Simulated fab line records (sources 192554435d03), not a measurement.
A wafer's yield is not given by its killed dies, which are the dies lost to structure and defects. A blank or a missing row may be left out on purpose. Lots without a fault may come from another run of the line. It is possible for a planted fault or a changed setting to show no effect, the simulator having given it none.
Chamber matching / flow n5_finfet / N5_BEOL_M3_STRIP_36 on rie_diel-03: 4 sister chambers
The step strips in N2/H2. 8 wafers are shown with their chamber, then 8 later ones without.

## WAFERS WITH THEIR CHAMBER
wafer=L076.1; chamber=0; drypump_motor_current_A (A)=5.7; showerhead_plenum_p_Torr (Torr)=2.49
wafer=L076.3; chamber=3; drypump_motor_current_A (A)=5.4; showerhead_plenum_p_Torr (Torr)=2.49
wafer=L083.1; chamber=3; drypump_motor_current_A (A)=5.4; showerhead_plenum_p_Torr (Torr)=2.49
wafer=L083.5; chamber=1; drypump_motor_current_A (A)=4.9; showerhead_plenum_p_Torr (Torr)=2.69
wafer=L086.1; chamber=2; drypump_motor_current_A (A)=6.6; showerhead_plenum_p_Torr (Torr)=2.62
wafer=L086.3; chamber=0; drypump_motor_current_A (A)=5.6; showerhead_plenum_p_Torr (Torr)=2.48
wafer=L086.4; chamber=1; drypump_motor_current_A (A)=4.9; showerhead_plenum_p_Torr (Torr)=2.69
wafer=L087.3; chamber=2; drypump_motor_current_A (A)=6.6; showerhead_plenum_p_Torr (Torr)=2.61

## WAFERS MISSING THEIR CHAMBER
wafer=L087.4; drypump_motor_current_A (A)=4.9; showerhead_plenum_p_Torr (Torr)=2.69
wafer=L087.6; drypump_motor_current_A (A)=5.6; showerhead_plenum_p_Torr (Torr)=2.48
wafer=L089.4; drypump_motor_current_A (A)=6.6; showerhead_plenum_p_Torr (Torr)=2.61
wafer=L089.5; drypump_motor_current_A (A)=5.4; showerhead_plenum_p_Torr (Torr)=2.49
wafer=L089.6; drypump_motor_current_A (A)=5.6; showerhead_plenum_p_Torr (Torr)=2.48
wafer=L093.2; drypump_motor_current_A (A)=5.5; showerhead_plenum_p_Torr (Torr)=2.48
wafer=L093.4; drypump_motor_current_A (A)=5.6; showerhead_plenum_p_Torr (Torr)=2.48
wafer=L093.6; drypump_motor_current_A (A)=5.6; showerhead_plenum_p_Torr (Torr)=2.48

## CHAMBER TAKEN BY EACH
wafer=L087.4; from the rows above=1; in truth=1
wafer=L087.6; from the rows above=0; in truth=0
wafer=L089.4; from the rows above=2; in truth=2
wafer=L089.5; from the rows above=3; in truth=3
wafer=L089.6; from the rows above=0; in truth=0
wafer=L093.2; from the rows above=can't be placed: 3 or 0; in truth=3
wafer=L093.4; from the rows above=0; in truth=0
wafer=L093.6; from the rows above=0; in truth=0
7 of 8 placed correctly. Can't be placed from these rows: 1 (the true chamber is among the candidates in 1). Number placed wrongly: 0.
How it was worked out, from the rows above alone: a wafer's distance from a chamber is the root of the sum, over the readings, of the square of ((its reading less the chamber's mean) divided by the reading's scatter). If the next closest chamber is less than 2 further off than the closest, the wafer can't be placed; otherwise it belongs to the closest. For every chamber, the mean is computed from those of its wafers that are shown. The scatter: the root of (the sum of the squares of (reading less its chamber's mean) over the shown wafers, divided by (wafers less chambers)).
